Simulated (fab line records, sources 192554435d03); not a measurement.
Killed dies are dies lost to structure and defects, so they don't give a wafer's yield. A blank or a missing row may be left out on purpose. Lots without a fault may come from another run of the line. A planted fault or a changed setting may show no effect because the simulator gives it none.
fab line records | flow n5_finfet
record lots=4 wafers=12 last_day=18
route steps=1938 shown PMOS_HMC_CHANNEL_EPI@83 FIN_SAQP@90 FIN_CUT@174 STI_FIN_REVEAL@197 BEOL_M4@1111
lots that met no fault: from a run of the same line without faults
start_h: hours from the record's first day to the start of the lot's first wafer shown | wait_h: hours since the lot's step before | " the same as in the row above | L1.1+2: a row that stands for several wafers | - no value, or no start given | * or withheld: withheld | < > ~ a bound
route shown NAME@n: a module of which the file shows steps, and the number in the route of the first | usual: mean/standard deviation of fault-free wafers | same: alike in all rows | chamber/n: place in a boat | sites: the reading at each site | _std_site: their standard deviation | _edge_site: outer sites' mean less inner sites' | radius_mm: how far each site lies from the wafer's centre | mask NAME#n: copy n | behind: the tool/chamber that last shaped the wafer | hold: why the lot was held/for how many hours/how that ended | device: the transistor (n, p or np) that didn't switch | end of line: the same wafers' tests at the end of the route | a step without rows: its recipe alone | killed: dies lost to structure and defects at the first sort, not the wafer's yield | map: a wafer's dies, x killed, . not, _ none there
set.NAME: the setting as run; set.NAME@STEP: as run at that earlier step | model.NAME: the simulator's own value behind a step, which no gauge read
lots at some steps of the route; a table a step, a row a wafer
services: from which hour (start_h, from the record's first day; less than 0 if before it) a tool's chamber was out of use, for how many hours, and why
## steps
# step N5_PMOS_HMC_CHANNEL_EPI_PRECLEAN_40
# recipe chemistry=DHF time_s=30 temp_c=25 dilution=withheld
# step N5_PMOS_HMC_CHANNEL_EPI_PRECLEAN_37
# recipe chemistry=O3/DIW time_s=45 temp_c=22 o3_ppm=10
# step N5_PMOS_HMC_CHANNEL_EPI_PRECLEAN_24
# recipe chemistry=DHF time_s=30 temp_c=25 dilution=withheld
# step N5_PMOS_HMC_CHANNEL_EPI_SRD_25
# recipe dry=ipa_marangoni do_ppb=5 time_s=30 temp_c=23 rinse_liquid=diw
# step N5_PMOS_HMC_CHANNEL_EPI_EPI_26
# recipe material=Si target_thk_a=38 temp_c=650 precursor=SiH4/H2 pressure_torr=20 time_s=22.7
# step N5_FIN_SAQP_PRECLEAN_42
# recipe chemistry=O3/DIW time_s=60 temp_c=22 o3_ppm=10
# step N5_FIN_SAQP_PRECLEAN_00
# recipe chemistry=SC1 time_s=60 temp_c=55 mix=1:2:50
# step N5_FIN_SAQP_PRECLEAN_44
# recipe chemistry=SC2 time_s=45 temp_c=35 mix=1:1:50
# step N5_FIN_SAQP_SRD_01
# recipe dry=ipa_marangoni time_s=30 temp_c=23 rinse_liquid=diw
# step N5_FIN_SAQP_ALD_61
# recipe material=SiO2 target_thk_a=40 temp_c=300 ald_precursor_family=BDEAS ald_co_reactant=O2-plasma pulse_time_s=1 purge_time_s=2 co_reactant_purge_time_s=2 ald_cycles=43 pressure_torr=2
# usual ald_cycles=43/0 chamber_pressure_Torr=2.000/0.004 heater_power_w=460/28 precursor_pulse_height_rel=1.000/0.02
# columns lot.wafer tool chamber start_h wait_h ald_cycles chamber_pressure_Torr heater_power_w precursor_pulse_height_rel model.SiO2_of_FIN_SAQP_ALD_61.thk_nm
L804.1 ald_sin-01 0 68.94 0.4 39 1.996 471 0.976 3.649
L804.3 " 2 " " 39 2.000 455 0.980 3.632
L804.5 " 0 " " 43 2.005 472 0.982 4
L803.1 ald_sin-01 3 69.11 0.2 39 1.998 440 1.016 3.562
L803.3 " 0 " " 39 1.996 471 1.001 3.658
L803.6 " 3 " " 39 2.003 454 0.994 3.567
L814.1 ald_sin-04 2 128.32 0.0 43 2.001 461 1.006 3.996
L814.3 " 0 " " 43 2.004 503 1.010 3.995
L814.4 " 1 " " 43 2.009 475 0.993 4.056
L818.4 ald_sin-01 3 152.53 0.1 43 2.003 496 0.982 3.995
L818.5 " 0 " " 43 1.999 441 0.982 4.02
L818.6 " 2 " " 43 2.007 462 0.984 4.026
# step N5_FIN_SAQP_DENSIFY_62
# recipe temp_c=700 time_s=60 ambient=N2 idle_temp_c=600 ramp_up_c_per_s=150 ramp_down_c_per_s=60 cool_to_c=600
# step N5_FIN_SAQP_HM_DEP_03
# recipe material=SiNx target_thk_a=380 temp_c=400 precursor=SiH4/NH3/N2 pressure_torr=1.5 rf_w=300 time_s=33.6
# step N5_FIN_SAQP_PECVD_47
# recipe material=a-Si target_thk_a=450 temp_c=400 precursor=SiH4/He pressure_torr=3 rf_w=100 time_s=36.3
# step N5_FIN_SAQP_PECVD_48
# recipe material=SiNx target_thk_a=250 temp_c=400 precursor=SiH4/NH3/N2 pressure_torr=1.5 rf_w=300 time_s=22.1
# step N5_FIN_SAQP_PECVD_06
# recipe material=a-Si target_thk_a=600 temp_c=400 precursor=SiH4/He pressure_torr=3 rf_w=100 time_s=48.1
# step N5_FIN_SAQP_HM_DEP_72
# recipe material=SiO2 target_thk_a=120 temp_c=400 precursor=SiH4/N2O pressure_torr=0.75 rf_w=275 time_s=7.2
# step N5_FIN_SAQP_COAT_49
# recipe resist=SOC temp_c=250 time_s=60 spin_rpm=1500 resist_thk_nm=100
# step N5_FIN_SAQP_COAT_50
# recipe resist=SiARC temp_c=220 time_s=60 spin_rpm=1500 resist_thk_nm=35
# step N5_FIN_SAQP_COAT_10
# recipe resist=CAR-ArF spin_rpm=1500 resist_thk_nm=90
# step N5_FIN_SAQP_EBR_12
# recipe solvent=PGMEA ebr_width_mm=1.5
# step N5_FIN_SAQP_SOFTBAKE_11
# recipe temp_c=110 time_s=60 resist=CAR-ArF
# step N5_FIN_SAQP_EXPOSE_13
# recipe mask_id=FIN_CORE na=1.35 source_shape=dipole sigma_inner=0.538 sigma_outer=0.738 polarization=te target_cd_nm=35.6 dose_mj=63.25
# step N5_FIN_SAQP_PEB_14
# recipe peb_temp_c=withheld peb_time_s=60 resist=CAR-ArF
# step N5_FIN_SAQP_DEVELOP_15
# recipe develop_time_s=30 developer=TMAH resist=CAR-ArF dev_temp_c=23 rinse_liquid=diw dry=air_spin
# step N5_FIN_SAQP_DESCUM_21
# recipe chemistry=O2 time_s=7.9 source_power_w=50 bias_power_w=20 pressure_mtorr=20 rf_frequency_hz=2.712e+07 temp_c=40 resist=CAR-ArF o2_flow_sccm=225
# step N5_FIN_SAQP_ETCH_51
# recipe chemistry=CF4 target=SiARC target_depth_a=455 mask_material=CAR-ArF time_s=75.8 ion_energy_ev=80 pressure_mtorr=40 source_w=545 bias_w=36 Ar_flow_sccm=100 cf4_flow_sccm=100 ends=cleared
# step N5_FIN_SAQP_ETCH_52
# recipe chemistry=N2/H2 target=SOC target_depth_a=1000 overetch_a=200 mask_material=SiARC temp_c=40 time_s=150 ion_energy_ev=200 pressure_mtorr=30 source_w=840 bias_w=150 n2_flow_sccm=200 h2_flow_sccm=200 ends=end_point
# step N5_FIN_SAQP_STRIP_53
# recipe chemistry=N2/H2 temp_c=40 n2_flow_sccm=200 h2_flow_sccm=200 rf_frequency_hz=6e+07
# step N5_FIN_SAQP_HM_OPEN_73
# recipe chemistry=CHF3/O2 target=SiO2 stop_on=a-Si target_depth_a=120 over_etch_frac=1.8 mask_material=SOC time_s=16.8 pressure_mtorr=30 source_w=650 bias_w=170 Ar_flow_sccm=200 CHF3_flow_sccm=50 O2_flow_sccm=5 ion_energy_ev=200 ends=end_point
# step N5_FIN_SAQP_STRIP_74
# recipe chemistry=CHF3/O2 resist=SiARC rf_frequency_hz=6e+07
# step N5_FIN_SAQP_MANDREL_ETCH_22
# recipe target_depth_a=600 chemistry=HBr/Cl2 target=a-Si stop_on=SiNx bt_time_s=10 over_etch_frac=0.5 time_s=30 pressure_mtorr=10 icp_w=800 bias_w=75 HBr_flow_sccm=150 Cl2_flow_sccm=80 ends=end_point
# step N5_FIN_SAQP_STRIP_55
# recipe chemistry=N2/H2 power_w=500 temp_c=40 pressure_mtorr=50 rf_frequency_hz=6e+07 overash_fraction=0.3 bias_power_w=28 h2_frac=0.5 n2_flow_sccm=300 h2_flow_sccm=300
# step N5_FIN_SAQP_STRIP_23
# recipe chemistry=SPM time_s=750 temp_c=130 h2so4_h2o2_vol_ratio=4
# step N5_FIN_SAQP_SRD_66
# recipe dry=ipa_marangoni time_s=30 temp_c=23 rinse_liquid=diw
# step N5_FIN_CUT_CUT_ETCH_27
# recipe chemistry=CHF3/O2 target=SiO2 target_depth_a=40 mask_material=SOC overetch_a=20 time_s=4.9 pressure_mtorr=30 source_w=650 bias_w=170 Ar_flow_sccm=200 CHF3_flow_sccm=50 O2_flow_sccm=5 ion_energy_ev=200
# usual CHF3_flow_sccm=49.97/0.14 drypump_motor_current_A=5.7/0.5 oes_o_777_au=0.77/0.071 oes_product_au=0.60/0.053 rf_vpp_V=527/16 showerhead_plenum_p_Torr=2.41/0.073 throttle_valve_pct=18.9/0.34
# columns lot.wafer tool chamber start_h wait_h CHF3_flow_sccm drypump_motor_current_A oes_o_777_au oes_product_au rf_hours_counter_h rf_vpp_V showerhead_plenum_p_Torr throttle_valve_pct model.etch.depth_nm
L804.1 rie_diel-04 3 76.15 0.0 49.99 5.3 0.74 0.56 179 532 2.52 18.8 3.649
L804.3 " 1 " " 49.97 6.5 0.83 0.61 79 557 2.41 18.4 3.632
L804.5 " 0 " " 50.20 5.6 0.75 0.56 - 512 2.37 19.2 4
L803.1 rie_diel-04 2 77.96 0.0 49.79 6.1 0.71 0.54 195 525 2.50 19.2 3.562
L803.3 " 0 " " 50.07 5.5 0.75 0.54 222 511 2.37 19.2 3.658
L803.6 " 2 " " 49.57 6.1 0.71 0.53 - 526 2.50 19.2 3.567
L814.1 rie_diel-04 0 136.83 0.0 49.93 5.6 0.75 0.56 238 511 2.36 19.2 3.996
L814.3 " 1 " " 50.06 6.5 0.81 0.63 96 556 2.40 18.4 3.995
L814.4 " 3 " " 49.92 5.3 0.73 0.58 196 530 2.51 18.8 4.056
L818.4 rie_diel-02 3 162.26 0.0 50.08 5.1 0.75 0.62 128 536 2.35 19.4 3.995
L818.5 " 0 " " 50.27 6.0 0.72 0.60 - 511 2.41 19.3 4.02
L818.6 " 1 " " 50.05 5.9 0.87 0.67 - 503 2.34 18.5 4.026
# step N5_STI_FIN_REVEAL_STRIP_16
# recipe chemistry=H3PO4 material=SiNx temp_c=165 target_depth_a=238 overetch_fraction=0.4964 dry=ipa_marangoni
# usual bath_guard_temp_C=165.0/0.49
# columns lot.wafer tool chamber start_h wait_h bath_guard_temp_C model.SiO2_of_FIN_SAQP_ALD_61.thk_nm
L804.1 wet_bench-01 0 84.41 1.1 165.0 3.4
L804.3 " 2 " " 165.0 3.4
L804.5 " 7 " " 164.8 3.8
L803.1 wet_bench-03 7 86.84 1.1 164.8 3.4
L803.3 " 0 " " 164.1 3.4
L803.6 " 6 " " 164.8 3.4
L814.1 wet_bench-03 1 145.17 1.1 164.6 3.8
L814.3 " 5 " " 165.7 3.8
L814.4 " 4 " " 164.7 3.8
L818.4 wet_bench-03 1 171.13 0.6 164.6 3.8
L818.5 " 7 " " 164.8 3.8
L818.6 " 5 " " 166.2 3.8
# step N5_BEOL_M4_RC_MEAS_101
# usual DIBL_N=35.4/2.1 DIBL_P=34.8/2.6 IOFF_N=0.15/0.037 IOFF_P=0.19/0.037 ION_N=677/16 ION_P=462/9.3 SS_N=71.4/0.75 SS_P=72.9/0.77 VT_N=250/3.7 VT_P=-251/3.5
# columns lot.wafer tool chamber start_h wait_h DIBL_N[mV/V] DIBL_P[mV/V] IOFF_N[nA/um] IOFF_P[nA/um] ION_N[uA/um] ION_P[uA/um] SS_N[mV/dec] SS_P[mV/dec] VT_N[mV] VT_P[mV]
L804.1 prober-01 0 225.90 0.0 34.1 34.0 0.14 0.21 674 470 71.2 72.5 248 -249
L804.3 " 0 " " 33.8 33.4 0.12 0.20 660 461 70.9 73.0 255 -249
L804.5 " 0 " " 32.5 31.7 0.11 0.18 666 469 70.3 72.1 252 -249
L803.1 prober-01 0 226.83 0.5 35.7 34.1 0.15 0.19 686 465 70.6 72.4 248 -251
L803.3 " 0 " " 40.9 40.4 0.25 0.29 703 473 71.5 75.2 244 -246
L803.6 " 0 " " 33.8 31.5 0.12 0.15 681 463 70.1 72.3 252 -254
L814.1 prober-01 0 283.59 0.0 34.0 34.2 0.12 0.17 682 463 71.2 73.4 255 -253
L814.3 " 0 " " 36.5 36.7 0.16 0.20 683 460 70.8 73.9 249 -251
L814.4 " 0 " " 32.3 32.6 0.11 0.16 661 461 70.5 72.2 256 -252
L818.4 prober-01 0 327.77 0.5 34.0 33.9 0.13 0.20 675 474 70.4 71.8 249 -246
L818.5 " 0 " " 33.2 32.4 0.12 0.19 665 467 70.2 71.5 251 -248
L818.6 " 0 " " 35.3 34.1 0.14 0.19 678 465 72.1 72.5 252 -249
## services
# columns tool chamber start_h hours kind
ald_sin-01 - 47.66 0.5 repair
ald_sin-04 1 59.41 3.4 repair
ald_sin-01 - 85.30 14.0 pm
ald_sin-01 0 85.30 14.0 vent_cycle
ald_sin-01 1 85.30 14.0 vent_cycle
ald_sin-01 2 85.30 14.0 vent_cycle
ald_sin-01 3 85.30 14.0 vent_cycle
rie_diel-02 3 87.44 2.6 repair
ald_sin-01 0 99.30 - clean
ald_sin-01 1 99.30 - clean
ald_sin-01 2 99.30 - clean
ald_sin-01 3 99.30 - clean
ald_sin-01 1 103.98 88.0 repair
rie_diel-04 2 109.23 1.6 repair
rie_diel-04 0 138.95 5.4 repair
ald_sin-04 - 170.99 6.1 pm
## key
first_sign step=N5_FIN_SAQP_ALD_61 reading=ald_cycles direction=down sigmas=99+ usual=* struck=*
effect none on later readings
model_effect step=N5_FIN_SAQP_ALD_61 value=SiO2_of_FIN_SAQP_ALD_61.thk_nm without=3.986 struck=3.614
model_effect step=N5_FIN_CUT_CUT_ETCH_27 value=etch.depth_nm without=3.986 struck=3.614
model_effect step=N5_STI_FIN_REVEAL_STRIP_16 value=SiO2_of_FIN_SAQP_ALD_61.thk_nm without=3.72 struck=3.4
met_at N5_FIN_SAQP_ALD_61
struck_wafers L803.1,L803.3,L803.6,L804.1,L804.3
fault kind=process_parameter_drift tool=ald_sin-01 chamber=- onset_h=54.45 steps=N5_FIN_SAQP_ALD_61 channel=ald_cycles offset=* shape=step end_h=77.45 scope=struck_wafers_only acts_in=* stated=*
